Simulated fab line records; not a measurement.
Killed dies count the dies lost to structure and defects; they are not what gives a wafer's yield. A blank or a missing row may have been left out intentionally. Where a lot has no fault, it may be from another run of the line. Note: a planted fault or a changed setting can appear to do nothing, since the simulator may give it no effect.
fab line records    flow nand-harc
record: lots: 24  wafers: 72  last-day: 25
route steps=1159 shown P_CONTACT@233 P_M0@279 P_M1@301 P_M2@343
lots with no fault: from the same line, run without faults
start-h: hours from the record's first day to the start of the lot's first wafer shown    wait-h: hours from the lot's prior step to this one    " repeats the value in the row above    L1.1+2: a single row standing in for several wafers    - value missing, or start not given    * or withheld: withheld    < > ~ a bound
route shown NAME@n: NAME is a module with steps in the file, n the number in the route of the first one    usual: mean/standard deviation taken from wafers without a fault    same: alike in all rows    chamber/n: place in a boat    sites: readings site by site    _std_site: how widely they spread, as a standard deviation    _edge_site: outer sites' mean less inner sites'    radius-mm: how far each site lies from the wafer's centre    mask NAME#n: copy n    behind: the last tool/chamber to shape the wafer    hold: the reason the lot was held/the length of the hold in hours/how it ended    device: the transistor (n, p or np) that didn't switch    end of line: tests of these same wafers at the route's end    a step with no rows: only its recipe    killed: not the wafer's yield, but the dies lost to structure and defects at the first sort    map: a wafer's dies, x killed, . not, _ none there
set.NAME: the run value of the setting; set.NAME@STEP: its run value at that earlier step    model.NAME: the simulator's own value behind a step, which no gauge read
route steps across a sampled set of lots; one table per step, one row per wafer
services: the hour from which a tool's chamber was out of use, counted from the record's first day as start-h (under 0 if before that day), plus the number of hours and why
== steps ==
step: NHARC_P_CONTACT_OVL_MEAS_13
usual: overlay-x-nm: 0.1/0.96  overlay-y-nm: 0.1/0.88
lot.wafer  tool        chamber  start-h  wait-h  overlay-x-nm  overlay-y-nm
L074.1     overlay-02  -        114.12   -       -0.3          0.0
L074.2     "           -        "        "       -0.7          -0.1
L074.5     "           -        "        "       -0.5          0.4
L075.1     overlay-01  -        115.28   -       0.5           -0.1
L075.2     "           -        "        "       0.7           0.3
L075.4     "           -        "        "       0.2           -0.1
L076.1     overlay-01  -        127.99   -       -0.7          -1.3
L076.5     "           -        "        "       -1.0          -0.7
L076.6     "           -        "        "       -0.9          -0.4
L077.1     overlay-02  -        129.28   -       0.0           -1.0
L077.3     "           -        "        "       0.1           -1.6
L077.6     "           -        "        "       -0.4          -1.4
L079.1     overlay-01  -        134.42   -       0.7           -0.5
L079.4     "           -        "        "       0.3           -0.6
L079.6     "           -        "        "       0.4           -0.3
L078.3     overlay-01  -        135.25   -       -0.4          -0.7
L078.4     "           -        "        "       -0.5          -0.8
L078.5     "           -        "        "       0.0           -0.4
L081.2     overlay-02  -        152.49   -       1.4           0.4
L081.3     "           -        "        "       1.4           1.2
L081.4     "           -        "        "       1.1           0.4
L082.2     overlay-02  -        152.74   -       -0.2          0.1
L082.3     "           -        "        "       -0.3          -0.1
L082.5     "           -        "        "       -0.3          0.3
L080.1     overlay-01  -        153.44   -       -1.4          -1.8
L080.5     "           -        "        "       -1.6          -0.7
L080.6     "           -        "        "       -1.1          -1.0
L083.2     overlay-01  -        163.44   -       -0.1          0.9
L083.3     "           -        "        "       0.1           1.2
L083.5     "           -        "        "       -0.1          1.2
L084.1     overlay-01  -        164.67   -       0.3           1.3
L084.4     "           -        "        "       0.6           1.8
L084.6     "           -        "        "       0.1           1.1
L086.1     overlay-01  -        188.67   -       -0.7          0.3
L086.5     "           -        "        "       -0.6          0.8
L086.6     "           -        "        "       -1.2          0.2
L085.2     overlay-02  -        189.57   -       -0.4          0.1
L085.3     "           -        "        "       -1.0          0.0
L085.6     "           -        "        "       -0.9          0.0
L087.1     overlay-02  -        190.58   -       -0.2          0.3
L087.3     "           -        "        "       -0.4          0.0
L087.5     "           -        "        "       -0.4          0.5
L088.3     overlay-01  -        195.33   -       0.4           -1.3
L088.5     "           -        "        "       0.5           -0.7
L088.6     "           -        "        "       0.8           -1.4
L089.1     overlay-02  -        200.51   -       -1.6          1.6
L089.3     "           -        "        "       -2.3          1.8
L089.6     "           -        "        "       -1.6          1.4
L090.1     overlay-02  -        208.40   -       1.4           1.0
L090.2     "           -        "        "       0.8           0.9
L090.6     "           -        "        "       1.5           0.0
L091.1     overlay-01  -        213.76   -       0.4           0.1
L091.3     "           -        "        "       0.3           0.2
L091.4     "           -        "        "       -0.1          0.2
L093.4     overlay-01  -        218.68   -       -0.7          0.0
L093.5     "           -        "        "       0.5           -0.2
L093.6     "           -        "        "       0.3           -0.1
L092.2     overlay-01  -        219.70   -       1.0           -1.2
L092.4     "           -        "        "       1.8           -0.9
L092.5     "           -        "        "       1.3           -1.0
L095.1     overlay-02  -        236.13   -       1.3           0.3
L095.2     "           -        "        "       1.6           0.2
L095.4     "           -        "        "       1.1           0.4
L094.3     overlay-01  -        236.71   -       -0.1          1.8
L094.4     "           -        "        "       -0.6          1.9
L094.5     "           -        "        "       -0.4          1.5
L096.3     overlay-02  -        243.28   -       2.1           0.2
L096.5     "           -        "        "       2.0           -0.2
L096.6     "           -        "        "       2.4           -0.1
L097.1     overlay-02  -        243.85   -       0.1           -0.7
L097.5     "           -        "        "       -0.5          -0.5
L097.6     "           -        "        "       -0.4          -1.0
step: NHARC_P_M0_THK_MEAS_24
recipe: thk-meas-gauge: xrf
usual: thk-nm: 117.5/1.4
lot.wafer  tool           chamber  start-h  wait-h  thk-nm
L074.1     film-metro-01  -        130.14   -       116.1
L074.2     "              -        "        "       114.8
L074.5     "              -        "        "       117.1
L075.1     film-metro-02  -        130.73   -       117.4
L075.2     "              -        "        "       118.4
L075.4     "              -        "        "       117.8
L076.1     film-metro-01  -        135.94   -       116.3
L076.5     "              -        "        "       116.5
L076.6     "              -        "        "       114.4
L077.1     film-metro-01  -        136.57   -       119.4
L077.3     "              -        "        "       115.8
L077.6     "              -        "        "       116.5
L079.1     film-metro-01  -        144.38   -       119.3
L079.4     "              -        "        "       117.7
L079.6     "              -        "        "       117.3
L078.3     film-metro-01  -        149.14   -       119.0
L078.4     "              -        "        "       116.0
L078.5     "              -        "        "       116.1
L081.2     film-metro-02  -        159.62   -       120.0
L081.3     "              -        "        "       117.8
L081.4     "              -        "        "       116.5
L082.2     film-metro-01  -        159.79   -       119.1
L082.3     "              -        "        "       117.1
L082.5     "              -        "        "       117.5
L080.1     film-metro-01  -        160.50   -       118.0
L080.5     "              -        "        "       119.9
L080.6     "              -        "        "       118.0
L083.2     film-metro-01  -        171.44   -       119.4
L083.3     "              -        "        "       117.7
L083.5     "              -        "        "       117.6
L084.1     film-metro-01  -        172.94   -       116.4
L084.4     "              -        "        "       116.6
L084.6     "              -        "        "       117.4
L086.1     film-metro-02  -        195.30   -       118.5
L086.5     "              -        "        "       115.3
L086.6     "              -        "        "       117.6
L085.2     film-metro-02  -        197.04   -       116.9
L085.3     "              -        "        "       117.3
L085.6     "              -        "        "       118.8
L087.1     film-metro-02  -        198.79   -       120.6
L087.3     "              -        "        "       120.9
L087.5     "              -        "        "       118.0
L088.3     film-metro-02  -        201.91   -       116.8
L088.5     "              -        "        "       117.7
L088.6     "              -        "        "       115.8
L089.1     film-metro-01  -        215.63   -       115.9
L089.3     "              -        "        "       116.6
L089.6     "              -        "        "       117.8
L090.1     film-metro-02  -        222.60   -       117.3
L090.2     "              -        "        "       119.0
L090.6     "              -        "        "       119.1
L091.1     film-metro-02  -        223.75   -       115.2
L091.3     "              -        "        "       115.3
L091.4     "              -        "        "       114.9
L093.4     film-metro-02  -        225.27   -       121.3
L093.5     "              -        "        "       118.8
L093.6     "              -        "        "       119.2
L092.2     film-metro-01  -        226.18   -       117.5
L092.4     "              -        "        "       117.7
L092.5     "              -        "        "       117.4
L095.1     film-metro-02  -        245.80   -       117.7
L095.2     "              -        "        "       118.1
L095.4     "              -        "        "       116.9
L094.3     film-metro-02  -        246.29   -       117.9
L094.4     "              -        "        "       118.2
L094.5     "              -        "        "       117.7
L096.3     film-metro-02  -        253.45   -       116.8
L096.5     "              -        "        "       118.5
L096.6     "              -        "        "       117.8
L097.1     film-metro-01  -        257.14   -       117.1
L097.5     "              -        "        "       119.2
L097.6     "              -        "        "       114.6
step: NHARC_P_M0_INSPECT_27
usual: raw-defect-count: 293/110
lot.wafer  tool               chamber  start-h  wait-h  raw-defect-count
L074.1     defect-inspect-01  -        130.30   0.0     239
L074.2     "                  -        "        "       386
L074.5     "                  -        "        "       304
L075.1     defect-inspect-01  -        130.89   0.0     392
L075.2     "                  -        "        "       144
L075.4     "                  -        "        "       393
L076.1     defect-inspect-01  -        136.11   0.0     271
L076.5     "                  -        "        "       160
L076.6     "                  -        "        "       121
L077.1     defect-inspect-02  -        136.72   0.0     314
L077.3     "                  -        "        "       567
L077.6     "                  -        "        "       276
L079.1     defect-inspect-02  -        144.54   0.0     217
L079.4     "                  -        "        "       166
L079.6     "                  -        "        "       201
L078.3     defect-inspect-02  -        149.30   0.0     372
L078.4     "                  -        "        "       549
L078.5     "                  -        "        "       278
L081.2     defect-inspect-01  -        159.78   0.0     443
L081.3     "                  -        "        "       363
L081.4     "                  -        "        "       260
L082.2     defect-inspect-02  -        159.95   0.0     229
L082.3     "                  -        "        "       247
L082.5     "                  -        "        "       189
L080.1     defect-inspect-01  -        160.65   0.0     267
L080.5     "                  -        "        "       146
L080.6     "                  -        "        "       199
L083.2     defect-inspect-02  -        171.60   0.0     213
L083.3     "                  -        "        "       362
L083.5     "                  -        "        "       297
L084.1     defect-inspect-02  -        173.10   0.0     288
L084.4     "                  -        "        "       311
L084.6     "                  -        "        "       420
L086.1     defect-inspect-02  -        195.46   0.0     388
L086.5     "                  -        "        "       692
L086.6     "                  -        "        "       588
L085.2     defect-inspect-01  -        197.20   0.0     300
L085.3     "                  -        "        "       237
L085.6     "                  -        "        "       264
L087.1     defect-inspect-02  -        198.95   0.0     234
L087.3     "                  -        "        "       184
L087.5     "                  -        "        "       247
L088.3     defect-inspect-02  -        202.07   0.0     157
L088.5     "                  -        "        "       265
L088.6     "                  -        "        "       160
L089.1     defect-inspect-02  -        215.79   0.0     422
L089.3     "                  -        "        "       351
L089.6     "                  -        "        "       217
L090.1     defect-inspect-01  -        222.76   0.0     196
L090.2     "                  -        "        "       361
L090.6     "                  -        "        "       318
L091.1     defect-inspect-02  -        223.92   0.0     392
L091.3     "                  -        "        "       335
L091.4     "                  -        "        "       387
L093.4     defect-inspect-01  -        225.43   0.0     384
L093.5     "                  -        "        "       388
L093.6     "                  -        "        "       354
L092.2     defect-inspect-02  -        226.34   0.0     434
L092.4     "                  -        "        "       273
L092.5     "                  -        "        "       221
L095.1     defect-inspect-01  -        245.97   0.0     245
L095.2     "                  -        "        "       226
L095.4     "                  -        "        "       122
L094.3     defect-inspect-02  -        246.45   0.0     244
L094.4     "                  -        "        "       195
L094.5     "                  -        "        "       177
L096.3     defect-inspect-01  -        253.61   0.0     401
L096.5     "                  -        "        "       231
L096.6     "                  -        "        "       195
L097.1     defect-inspect-01  -        257.30   0.0     237
L097.5     "                  -        "        "       384
L097.6     "                  -        "        "       285
step: NHARC_P_M1_CD_MEAS_16
usual: cd-nm: 129.9/0.87
lot.wafer  tool       chamber  start-h  wait-h  cd-nm
L074.1     cd-sem-02  -        132.24   -       130.9
L074.2     "          -        "        "       131.1
L074.5     "          -        "        "       130.4
L075.1     cd-sem-01  -        132.65   -       129.6
L075.2     "          -        "        "       130.8
L075.4     "          -        "        "       129.5
L076.1     cd-sem-01  -        137.99   -       130.3
L076.5     "          -        "        "       129.3
L076.6     "          -        "        "       129.2
L077.1     cd-sem-01  -        138.73   -       130.0
L077.3     "          -        "        "       131.2
L077.6     "          -        "        "       129.9
L079.1     cd-sem-03  -        146.30   -       129.2
L079.4     "          -        "        "       130.1
L079.6     "          -        "        "       128.9
L078.3     cd-sem-01  -        151.27   -       129.8
L078.4     "          -        "        "       130.3
L078.5     "          -        "        "       130.1
L081.2     cd-sem-02  -        161.77   -       130.3
L081.3     "          -        "        "       129.2
L081.4     "          -        "        "       131.1
L082.2     cd-sem-03  -        161.92   -       130.9
L082.3     "          -        "        "       129.7
L082.5     "          -        "        "       129.7
L080.1     cd-sem-01  -        162.56   -       129.5
L080.5     "          -        "        "       130.7
L080.6     "          -        "        "       129.8
L083.2     cd-sem-01  -        173.42   -       130.1
L083.3     "          -        "        "       130.8
L083.5     "          -        "        "       129.7
L084.1     cd-sem-01  -        174.90   -       129.9
L084.4     "          -        "        "       130.2
L084.6     "          -        "        "       130.8
L086.1     cd-sem-03  -        197.82   -       130.2
L086.5     "          -        "        "       130.1
L086.6     "          -        "        "       129.6
L085.2     cd-sem-03  -        199.08   -       130.5
L085.3     "          -        "        "       130.3
L085.6     "          -        "        "       131.1
L087.1     cd-sem-03  -        201.12   -       129.1
L087.3     "          -        "        "       130.9
L087.5     "          -        "        "       130.5
L088.3     cd-sem-02  -        203.96   -       130.4
L088.5     "          -        "        "       129.4
L088.6     "          -        "        "       130.9
L089.1     cd-sem-03  -        217.60   -       130.1
L089.3     "          -        "        "       130.8
L089.6     "          -        "        "       129.6
L090.1     cd-sem-02  -        224.68   -       128.4
L090.2     "          -        "        "       128.4
L090.6     "          -        "        "       129.0
L091.1     cd-sem-01  -        225.70   -       130.2
L091.3     "          -        "        "       128.7
L091.4     "          -        "        "       129.0
L093.4     cd-sem-03  -        227.38   -       132.3
L093.5     "          -        "        "       131.5
L093.6     "          -        "        "       130.5
L092.2     cd-sem-03  -        228.28   -       130.5
L092.4     "          -        "        "       129.9
L092.5     "          -        "        "       129.6
L095.1     cd-sem-01  -        247.89   -       128.8
L095.2     "          -        "        "       129.5
L095.4     "          -        "        "       129.2
L094.3     cd-sem-02  -        248.32   -       131.1
L094.4     "          -        "        "       130.0
L094.5     "          -        "        "       130.5
L096.3     cd-sem-03  -        255.50   -       130.2
L096.5     "          -        "        "       130.6
L096.6     "          -        "        "       129.8
L097.1     cd-sem-01  -        259.08   -       129.0
L097.5     "          -        "        "       128.3
L097.6     "          -        "        "       128.8
step: NHARC_P_M1_PVD_20
recipe: target-thk-a: 50  bias-v: 168.6  power-w: 15000  chamber-pressure-pa: 0.12  time-s: 8.06  substrate-temp-c: 50  material: TaN
usual: throttle-valve-pct: 30.2/1
lot.wafer  tool            chamber  start-h  wait-h  throttle-valve-pct
L074.1     pvd-sputter-03  -        -        -       31.0
L074.2     "               -        "        "       29.3
L074.5     "               -        "        "       30.7
L075.4     pvd-sputter-01  -        -        -       31.6
L075.2     "               -        "        "       27.9
L075.1     "               -        "        "       29.8
L076.1     pvd-sputter-01  -        -        -       30.2
L076.5     "               -        "        "       29.8
L076.6     "               -        "        "       31.8
L077.1     pvd-sputter-03  -        -        -       30.8
L077.3     "               -        "        "       30.0
L077.6     "               -        "        "       30.7
L079.4     pvd-sputter-03  -        -        -       29.1
L079.1     "               -        "        "       29.4
L079.6     "               -        "        "       29.6
L078.3     pvd-sputter-02  -        -        -       31.2
L078.4     "               -        "        "       30.5
L078.5     "               -        "        "       31.5
L081.4     pvd-sputter-03  -        -        -       30.6
L081.3     "               -        "        "       29.8
L081.2     "               -        "        "       29.6
L082.2     pvd-sputter-02  -        -        -       31.1
L082.3     "               -        "        "       30.9
L082.5     "               -        "        "       31.0
L080.1     pvd-sputter-02  -        -        -       31.0
L080.5     "               -        "        "       31.4
L080.6     "               -        "        "       30.0
L083.2     pvd-sputter-03  -        -        -       30.4
L083.3     "               -        "        "       29.6
L083.5     "               -        "        "       29.7
L084.4     pvd-sputter-01  -        -        -       27.7
L084.1     "               -        "        "       30.4
L084.6     "               -        "        "       31.5
L086.1     pvd-sputter-03  -        -        -       29.4
L086.5     "               -        "        "       29.6
L086.6     "               -        "        "       29.4
L085.2     pvd-sputter-01  -        -        -       30.7
L085.3     "               -        "        "       30.4
L085.6     "               -        "        "       31.0
L087.1     pvd-sputter-01  -        -        -       27.7
L087.3     "               -        "        "       31.4
L087.5     "               -        "        "       27.6
L088.3     pvd-sputter-03  -        -        -       29.6
L088.5     "               -        "        "       29.6
L088.6     "               -        "        "       30.6
L089.3     pvd-sputter-01  -        -        -       27.5
L089.1     "               -        "        "       30.5
L089.6     "               -        "        "       31.1
L090.2     pvd-sputter-02  -        -        -       30.8
L090.1     "               -        "        "       31.5
L090.6     "               -        "        "       30.9
L091.3     pvd-sputter-03  -        -        -       29.3
L091.4     "               -        "        "       29.9
L091.1     "               -        "        "       29.1
L093.4     pvd-sputter-02  -        -        -       31.6
L093.5     "               -        "        "       30.5
L093.6     "               -        "        "       31.9
L092.2     pvd-sputter-03  -        -        -       30.5
L092.4     "               -        "        "       29.7
L092.5     "               -        "        "       29.3
L095.4     pvd-sputter-03  -        -        -       30.8
L095.2     "               -        "        "       30.1
L095.1     "               -        "        "       29.7
L094.3     pvd-sputter-01  -        -        -       31.6
L094.4     "               -        "        "       30.4
L094.5     "               -        "        "       31.3
L096.3     pvd-sputter-01  -        -        -       31.3
L096.6     "               -        "        "       30.7
L096.5     "               -        "        "       27.5
L097.1     pvd-sputter-02  -        -        -       32.1
L097.5     "               -        "        "       31.0
L097.6     "               -        "        "       30.7
step: NHARC_P_M2_ANNEAL_31
recipe: temp-c: 225  time-s: 90
usual: wafer_temp_C_max: 226.4/0.48
lot.wafer  tool           chamber  start-h  wait-h  wafer_temp_C_max
L074.1     rtp-anneal-01  0        137.85   -       227.2
L074.2     "              0        "        "       227.2
L074.5     "              0        "        "       226.5
L075.1     rtp-anneal-01  0        138.38   -       227.0
L075.2     "              0        "        "       226.8
L075.4     "              0        "        "       226.8
L076.1     rtp-anneal-02  0        143.65   -       226.2
L076.5     "              0        "        "       226.1
L076.6     "              0        "        "       226.2
L077.1     rtp-anneal-01  0        144.50   -       226.7
L077.3     "              0        "        "       226.8
L077.6     "              0        "        "       226.7
L079.1     rtp-anneal-01  0        152.34   0.3     227.1
L079.4     "              0        "        "       227.0
L079.6     "              0        "        "       226.5
L078.3     rtp-anneal-01  0        157.63   -       226.7
L078.4     "              0        "        "       226.4
L078.5     "              0        "        "       227.1
L081.2     rtp-anneal-02  0        167.47   -       226.1
L081.3     "              0        "        "       226.0
L081.4     "              0        "        "       225.7
L082.2     rtp-anneal-01  0        167.96   -       226.3
L082.3     "              0        "        "       226.4
L082.5     "              0        "        "       227.4
L080.1     rtp-anneal-02  0        168.24   -       225.7
L080.5     "              0        "        "       226.1
L080.6     "              0        "        "       226.1
L083.2     rtp-anneal-01  0        179.43   -       227.0
L083.3     "              0        "        "       226.6
L083.5     "              0        "        "       226.1
L084.1     rtp-anneal-01  0        180.53   0.3     226.5
L084.4     "              0        "        "       227.0
L084.6     "              0        "        "       226.3
L086.1     rtp-anneal-01  0        203.49   -       226.5
L086.5     "              0        "        "       226.5
L086.6     "              0        "        "       226.4
L085.2     rtp-anneal-02  0        204.64   -       225.9
L085.3     "              0        "        "       225.9
L085.6     "              0        "        "       226.0
L087.1     rtp-anneal-01  0        206.88   0.4     226.7
L087.3     "              0        "        "       226.3
L087.5     "              0        "        "       226.8
L088.3     rtp-anneal-02  0        210.03   -       225.7
L088.5     "              0        "        "       226.3
L088.6     "              0        "        "       225.6
L089.1     rtp-anneal-02  0        223.72   0.3     225.7
L089.3     "              0        "        "       225.6
L089.6     "              0        "        "       226.0
L090.1     rtp-anneal-02  0        230.53   -       225.7
L090.2     "              0        "        "       226.2
L090.6     "              0        "        "       226.1
L091.1     rtp-anneal-02  0        231.53   0.3     225.8
L091.3     "              0        "        "       226.2
L091.4     "              0        "        "       225.4
L093.4     rtp-anneal-02  0        233.26   -       225.9
L093.5     "              0        "        "       226.0
L093.6     "              0        "        "       225.7
L092.2     rtp-anneal-01  0        234.09   0.3     226.6
L092.4     "              0        "        "       227.5
L092.5     "              0        "        "       226.9
L094.3     rtp-anneal-02  0        254.59   -       225.9
L094.4     "              0        "        "       225.6
L094.5     "              0        "        "       225.5
L095.1     rtp-anneal-01  0        254.66   0.4     226.6
L095.2     "              0        "        "       226.6
L095.4     "              0        "        "       226.9
L096.3     rtp-anneal-01  0        261.74   -       226.8
L096.5     "              0        "        "       226.5
L096.6     "              0        "        "       226.7
L097.1     rtp-anneal-02  0        264.66   -       226.1
L097.5     "              0        "        "       225.8
L097.6     "              0        "        "       226.0
== services ==
tool            chamber  start-h  hours  kind
pvd-sputter-02  -        125.49   1.7    repair
pvd-sputter-01  -        137.52   0.8    repair
pvd-sputter-01  -        158.09   10.0   pm
pvd-sputter-03  -        194.66   1.5    repair
pvd-sputter-03  -        199.85   2.3    repair
pvd-sputter-02  -        214.00   10.0   pm
== key ==
fault none
